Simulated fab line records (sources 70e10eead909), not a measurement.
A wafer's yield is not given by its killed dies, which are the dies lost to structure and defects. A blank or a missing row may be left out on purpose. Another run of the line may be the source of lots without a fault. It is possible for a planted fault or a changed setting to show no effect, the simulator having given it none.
Struck lot and sound lot, side by side ; flow nandHarc ; 14 out of 1159 route steps
Sound: the wafers L444.2, L444.5, L444.6. Struck: wafer L448.2. (L448.3, L448.4 of the same lot were not struck and are left out.) The cause comes at the end.
Each step with rows lists, per side, the tool, then ch with its chambers, then its first start. Under that, the readings that differ: sound wafers ; struck wafers ; difference of the means ; sigmas: that difference in standard deviations of wafers without a fault.
alike: words and numbers the same on both sides, and readings whose means are apart by under 2 such deviations; not compared: readings that were withheld, readings missing a value for some wafer, numbers with overlapping values and no deviation given by the record, and bounds like >300 which may hide the same value.
A row with sigmas, a row that says differs or no value, or rows on one side alone: a step with any of these is where the two part. When numbers do not overlap yet have no deviation, they are printed without sigmas and do not part them. A reading that every wafer of one side lacks parts them only if that side has two wafers or more.

NHARC_A_STAIRCASE_TRIM_12: chemistry O2, time 211.2 s.
  sound on rieDiel-09 ch 0,2,3, day 11 09:28; struck on rieDiel-08 ch 1, day 12 18:28
  alike: chamberPressureMTorr, drypumpMotorCurrentA, oesProductAu, rfVppV, showerheadPlenumPTorr, throttleValvePct
  not compared: rfHoursCounterH
NHARC_A_STAIRCASE_ETCH_13: etches the open film in C4F8/O2, target depth 100 nm, time 40.5 s.
  sound: rieDiel-09 ch 0,1,3; struck: rieDiel-08 ch 1
  alike: chamberPressureMTorr, oesProductAu, rfVppV, runLengthS
  not compared: rfHoursCounterH
then, 4 steps without rows for these wafers: NHARC_A_STAIRCASE_TRIM_14 (chemistry O2, time 211.2 s); NHARC_A_STAIRCASE_ETCH_15 (etches the open film in C4F8/O2, target depth 100 nm, time 40.5 s); NHARC_A_STAIRCASE_TRIM_16 (chemistry O2, time 211.2 s); NHARC_A_STAIRCASE_ETCH_17 (etches the open film in C4F8/O2, target depth 100 nm, time 40.5 s).
NHARC_A_STAIRCASE_TRIM_18: chemistry O2, time 211.2 s.
  sound: rieDiel-09 ch 0,3; struck: rieDiel-08 ch 3
  alike: chamberPressureMTorr, drypumpMotorCurrentA, oesProductAu, rfVppV, showerheadPlenumPTorr, throttleValvePct
  not compared: rfHoursCounterH
then, 1 step without rows for these wafers: NHARC_A_STAIRCASE_ETCH_19 (etches the open film in C4F8/O2, target depth 100 nm, time 40.5 s).
NHARC_A_STAIRCASE_TRIM_20: chemistry O2, time 211.2 s.
  sound on rieDiel-09 ch 0,3, day 11 10:39; struck on rieDiel-08 ch 3, day 12 19:38
reading;sound;struck;difference;sigmas
oesProductAu (a.u.);1.002 1.013 1.013;0.980;-0.029;-3
  alike: chamberPressureMTorr, drypumpMotorCurrentA, rfVppV, showerheadPlenumPTorr, throttleValvePct
  not compared: rfHoursCounterH
NHARC_A_STAIRCASE_ETCH_21: etches the open film in C4F8/O2, target depth 100 nm, time 40.5 s.
  sound: rieDiel-09 ch 1,3; struck: rieDiel-08 ch 0
  alike: chamberPressureMTorr, oesProductAu, rfVppV, runLengthS
  not compared: rfHoursCounterH
then, 1 step without rows for these wafers: NHARC_A_STAIRCASE_TRIM_22 (chemistry O2, time 211.2 s).
NHARC_A_STAIRCASE_ETCH_23: etches the open film in C4F8/O2, target depth 100 nm, time 40.5 s.
  sound on rieDiel-09 ch 0,1,3, day 11 11:06; struck on rieDiel-08 ch 1, day 12 20:10
reading;sound;struck;difference;sigmas
runLengthS (s);61.6 62.1 60.8;41.6;-19.9;-41
  alike: chamberPressureMTorr, oesProductAu, rfVppV
  not compared: rfHoursCounterH
then, 1 step without rows for these wafers: NHARC_A_STAIRCASE_TRIM_24 (chemistry O2, time 211.2 s).
-- record jumps: 9 days between struck wafers' starts before vs after; left off in module A_STAIRCASE, resumes in module END, first step shown is number 1159 of the route --
NHARC_END_SORT_01:
  the record has rows for the struck wafers here (prober-02 ch 0, day 21 15:42) and none for the sound ones

== WHERE THEY PART ==
Last at NHARC_END_SORT_01 as far as this record goes, first at NHARC_A_STAIRCASE_TRIM_20.

WHY: the cause the simulator had injected
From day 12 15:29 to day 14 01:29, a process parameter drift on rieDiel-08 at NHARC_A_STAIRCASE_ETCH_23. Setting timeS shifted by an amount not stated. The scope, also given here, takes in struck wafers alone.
